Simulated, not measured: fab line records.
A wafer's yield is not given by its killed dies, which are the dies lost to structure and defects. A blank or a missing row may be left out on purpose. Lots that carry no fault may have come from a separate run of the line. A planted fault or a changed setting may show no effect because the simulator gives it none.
Which tool was responsible? / flow n5_finfet / 33 wafers from 11 lots sampled at 5 of the route's 1938 steps

== WHAT THE GAUGES SHOWED, per wafer ==
The record holds no reading of a measuring or inspecting step that can be judged against a usual standard deviation.

== TOOL THAT RAN EACH LOT (tool first, then ch and the chambers of the sampled wafers, then the start) ==
lot=L834; N5_MOL_CONTACT_COAG_CMP_23=cmp-01 ch 0,1,3, day 5 17:35; N5_MIM_BOT_DEGAS_01=pvd_sputter-03, day 12 14:46; N5_MIM_TOP_ALD_00=ald_hk-03 ch 0,2,3, day 12 14:55; N5_MIM_BOT_ETCH_ETCH_03=rie_metal-01 ch 1, day 12 19:14; N5_PASSIVATION_PROBE_49=-
lot=L835; N5_MOL_CONTACT_COAG_CMP_23=cmp-01 ch 2,3, day 5 20:50; N5_MIM_BOT_DEGAS_01=pvd_sputter-03, day 12 15:21; N5_MIM_TOP_ALD_00=ald_hk-01 ch 0,1,3, day 12 15:29; N5_MIM_BOT_ETCH_ETCH_03=rie_metal-02 ch 0,1, day 12 19:39; N5_PASSIVATION_PROBE_49=-
lot=L836; N5_MOL_CONTACT_COAG_CMP_23=cmp-01 ch 2,3, day 6 10:19; N5_MIM_BOT_DEGAS_01=pvd_sputter-01, day 12 22:40; N5_MIM_TOP_ALD_00=ald_hk-02 ch 1,2, day 12 22:49; N5_MIM_BOT_ETCH_ETCH_03=rie_metal-01 ch 0,1, day 13 01:26; N5_PASSIVATION_PROBE_49=-
lot=L838; N5_MOL_CONTACT_COAG_CMP_23=cmp-01 ch 1,2,3, day 6 17:47; N5_MIM_BOT_DEGAS_01=pvd_sputter-01, day 13 19:33; N5_MIM_TOP_ALD_00=ald_hk-01 ch 0,1,2, day 13 19:41; N5_MIM_BOT_ETCH_ETCH_03=rie_metal-02 ch 0, day 14 00:04; N5_PASSIVATION_PROBE_49=-
lot=L841; N5_MOL_CONTACT_COAG_CMP_23=cmp-01 ch 0,3, day 7 14:44; N5_MIM_BOT_DEGAS_01=pvd_sputter-03, day 14 07:19; N5_MIM_TOP_ALD_00=ald_hk-01 ch 0,3, day 14 07:27; N5_MIM_BOT_ETCH_ETCH_03=rie_metal-02 ch 0,1, day 14 10:37; N5_PASSIVATION_PROBE_49=-
lot=L842; N5_MOL_CONTACT_COAG_CMP_23=cmp-01 ch 0,2,3, day 7 21:04; N5_MIM_BOT_DEGAS_01=pvd_sputter-01, day 14 10:18; N5_MIM_TOP_ALD_00=ald_hk-03 ch 0,1, day 14 10:26; N5_MIM_BOT_ETCH_ETCH_03=rie_metal-03 ch 0,1, day 14 13:01; N5_PASSIVATION_PROBE_49=-
lot=L845; N5_MOL_CONTACT_COAG_CMP_23=cmp-02 ch 0,1,3, day 8 13:13; N5_MIM_BOT_DEGAS_01=pvd_sputter-02, day 15 11:32; N5_MIM_TOP_ALD_00=ald_hk-01 ch 0,3, day 15 11:41; N5_MIM_BOT_ETCH_ETCH_03=rie_metal-01 ch 1, day 15 13:44; N5_PASSIVATION_PROBE_49=-
lot=L844; N5_MOL_CONTACT_COAG_CMP_23=cmp-03 ch 0,1,3, day 8 14:15; N5_MIM_BOT_DEGAS_01=pvd_sputter-02, day 15 08:06; N5_MIM_TOP_ALD_00=ald_hk-01 ch 0,1,3, day 15 08:14; N5_MIM_BOT_ETCH_ETCH_03=rie_metal-01 ch 0,1, day 15 10:23; N5_PASSIVATION_PROBE_49=-
lot=L847; N5_MOL_CONTACT_COAG_CMP_23=cmp-03 ch 1,2, day 9 04:49; N5_MIM_BOT_DEGAS_01=pvd_sputter-02, day 15 11:40; N5_MIM_TOP_ALD_00=ald_hk-03 ch 1,2,3, day 15 11:48; N5_MIM_BOT_ETCH_ETCH_03=rie_metal-01 ch 0,1, day 15 14:20; N5_PASSIVATION_PROBE_49=-
lot=L849; N5_MOL_CONTACT_COAG_CMP_23=cmp-03 ch 0,1,2, day 9 10:19; N5_MIM_BOT_DEGAS_01=pvd_sputter-03, day 16 07:50; N5_MIM_TOP_ALD_00=ald_hk-03 ch 0,1,3, day 16 07:58; N5_MIM_BOT_ETCH_ETCH_03=rie_metal-02 ch 0,1, day 16 10:17; N5_PASSIVATION_PROBE_49=-
lot=L851; N5_MOL_CONTACT_COAG_CMP_23=cmp-01 ch 0,1,3, day 10 04:27; N5_MIM_BOT_DEGAS_01=pvd_sputter-02, day 16 13:49; N5_MIM_TOP_ALD_00=ald_hk-03 ch 0,1,2, day 16 13:58; N5_MIM_BOT_ETCH_ETCH_03=rie_metal-03 ch 0,1, day 16 16:24; N5_PASSIVATION_PROBE_49=prober-02, day 16 23:59
- N5_MOL_CONTACT_COAG_CMP_23: polishes, stops on SiO2, t overpolish 1.5 s, target thk 0 nm.
- N5_MIM_BOT_DEGAS_01: time 60 s.
- N5_MIM_TOP_ALD_00: deposits Al2O3, purge time 3 s, co reactant pulse time 3 s.
- N5_MIM_BOT_ETCH_ETCH_03: etches the open film in Cl2/BCl3, target depth 12 nm.
- N5_PASSIVATION_PROBE_49

== AS READ BY THE TOOLS THEMSELVES (means over the sampled wafers that have a number; for cases with no such wafer, the mark the record gives instead) ==
N5_MOL_CONTACT_COAG_CMP_23.
lot=L834; tool=cmp-01; head_pressure_psi (psi)=1.995; motor_current_A (A)=7.8; overpolish_run_s (s)=1.496; time_to_endpoint_s (s)=6.6
lot=L835; tool=cmp-01; head_pressure_psi (psi)=1.998; motor_current_A (A)=8.6; overpolish_run_s (s)=1.500; time_to_endpoint_s (s)=8.9
lot=L836; tool=cmp-01; head_pressure_psi (psi)=1.996; motor_current_A (A)=8.9; overpolish_run_s (s)=1.504; time_to_endpoint_s (s)=9.4
lot=L838; tool=cmp-01; head_pressure_psi (psi)=1.999; motor_current_A (A)=8.2; overpolish_run_s (s)=1.504; time_to_endpoint_s (s)=8.0
lot=L841; tool=cmp-01; head_pressure_psi (psi)=1.997; motor_current_A (A)=7.6; overpolish_run_s (s)=1.501; time_to_endpoint_s (s)=7.2
lot=L842; tool=cmp-01; head_pressure_psi (psi)=1.999; motor_current_A (A)=8.0; overpolish_run_s (s)=1.493; time_to_endpoint_s (s)=10.3
lot=L845; tool=cmp-02; head_pressure_psi (psi)=1.996; motor_current_A (A)=7.3; overpolish_run_s (s)=1.502; time_to_endpoint_s (s)=12.5
lot=L844; tool=cmp-03; head_pressure_psi (psi)=2.000; motor_current_A (A)=7.5; overpolish_run_s (s)=1.497; time_to_endpoint_s (s)=12.3
lot=L847; tool=cmp-03; head_pressure_psi (psi)=1.996; motor_current_A (A)=8.4; overpolish_run_s (s)=1.497; time_to_endpoint_s (s)=8.7
lot=L849; tool=cmp-03; head_pressure_psi (psi)=2.000; motor_current_A (A)=8.4; overpolish_run_s (s)=1.503; time_to_endpoint_s (s)=8.2
lot=L851; tool=cmp-01; head_pressure_psi (psi)=1.999; motor_current_A (A)=7.6; overpolish_run_s (s)=1.506; time_to_endpoint_s (s)=7.7

N5_MIM_BOT_DEGAS_01.
lot=L834; tool=pvd_sputter-03; heater_power_w (W)=472
lot=L835; tool=pvd_sputter-03; heater_power_w (W)=478
lot=L836; tool=pvd_sputter-01; heater_power_w (W)=454
lot=L838; tool=pvd_sputter-01; heater_power_w (W)=467
lot=L841; tool=pvd_sputter-03; heater_power_w (W)=479
lot=L842; tool=pvd_sputter-01; heater_power_w (W)=459
lot=L845; tool=pvd_sputter-02; heater_power_w (W)=464
lot=L844; tool=pvd_sputter-02; heater_power_w (W)=444
lot=L847; tool=pvd_sputter-02; heater_power_w (W)=472
lot=L849; tool=pvd_sputter-03; heater_power_w (W)=452
lot=L851; tool=pvd_sputter-02; heater_power_w (W)=449

N5_MIM_TOP_ALD_00.
lot=L834 tool=ald_hk-03 precursor_pulse_height_rel=1.019
lot=L835 tool=ald_hk-01 precursor_pulse_height_rel=0.997
lot=L836 tool=ald_hk-02 precursor_pulse_height_rel=0.984
lot=L838 tool=ald_hk-01 precursor_pulse_height_rel=1.009
lot=L841 tool=ald_hk-01 precursor_pulse_height_rel=1.008
lot=L842 tool=ald_hk-03 precursor_pulse_height_rel=0.982
lot=L845 tool=ald_hk-01 precursor_pulse_height_rel=1.004
lot=L844 tool=ald_hk-01 precursor_pulse_height_rel=1.002
lot=L847 tool=ald_hk-03 precursor_pulse_height_rel=1.000
lot=L849 tool=ald_hk-03 precursor_pulse_height_rel=0.991
lot=L851 tool=ald_hk-03 precursor_pulse_height_rel=0.986

N5_MIM_BOT_ETCH_ETCH_03.
lot=L834; tool=rie_metal-01; drypump_motor_current_A (A)=5.0; oes_product_au (a.u.)=0.72; throttle_valve_pct (%)=27.78
lot=L835; tool=rie_metal-02; drypump_motor_current_A (A)=5.8; oes_product_au (a.u.)=0.78; throttle_valve_pct (%)=27.33
lot=L836; tool=rie_metal-01; drypump_motor_current_A (A)=5.8; oes_product_au (a.u.)=0.77; throttle_valve_pct (%)=27.50
lot=L838; tool=rie_metal-02; drypump_motor_current_A (A)=6.1; oes_product_au (a.u.)=0.75; throttle_valve_pct (%)=27.24
lot=L841; tool=rie_metal-02; drypump_motor_current_A (A)=5.5; oes_product_au (a.u.)=0.80; throttle_valve_pct (%)=27.42
lot=L842; tool=rie_metal-03; drypump_motor_current_A (A)=5.7; oes_product_au (a.u.)=0.81; throttle_valve_pct (%)=27.26
lot=L845; tool=rie_metal-01; drypump_motor_current_A (A)=5.0; oes_product_au (a.u.)=0.70; throttle_valve_pct (%)=27.80
lot=L844; tool=rie_metal-01; drypump_motor_current_A (A)=5.4; oes_product_au (a.u.)=0.73; throttle_valve_pct (%)=27.65
lot=L847; tool=rie_metal-01; drypump_motor_current_A (A)=5.4; oes_product_au (a.u.)=0.73; throttle_valve_pct (%)=27.66
lot=L849; tool=rie_metal-02; drypump_motor_current_A (A)=5.7; oes_product_au (a.u.)=0.76; throttle_valve_pct (%)=27.34
lot=L851; tool=rie_metal-03; drypump_motor_current_A (A)=5.7; oes_product_au (a.u.)=0.80; throttle_valve_pct (%)=27.28

N5_PASSIVATION_PROBE_49.
lot=L851; tool=prober-02; defect_limited_yield (%)=75.8; killed_at_M0_to_M3=43; killed_at_M4_up=8; killed_at_contacts=190; killed_at_front_end=40; killed_at_other=4; killed_dies=285; killed_on_rim=36; killed_open=71; killed_short=34; sort_bin_5_function (%)=15.6; sort_bin_6_memory (%)=6.9; sort_n_pass=895; sort_yield_pct (%)=75.8

== THE ANSWER, worked out from the rows above alone ==
Rule: what is usual is taken from the lots themselves. Put in order of their means at a reading, lots are off if they are a third of the lots or fewer, leave a main group of 4 or more, and stand apart from it by a gap of 3 or more times the standard deviation of the main group's means; of several such gaps the widest counts. The tables above print the reading to a certain number of digits; a main group whose means all agree to those digits is not used. Also off: a lot with no number at a reading for which 4 or more lots have one. All remaining lots with rows at the step are treated as sound. The gauges are gone through in route order, then the tools' own readings, and for those a lot's mean is taken as printed above. At the first step where some lot is off, the reading lying furthest off is the one used; lots without a number count as furthest.
Across all readings shown, no lot is off: no conclusion can be drawn from this.

== WHAT THE SIMULATOR HAD INSERTED ==
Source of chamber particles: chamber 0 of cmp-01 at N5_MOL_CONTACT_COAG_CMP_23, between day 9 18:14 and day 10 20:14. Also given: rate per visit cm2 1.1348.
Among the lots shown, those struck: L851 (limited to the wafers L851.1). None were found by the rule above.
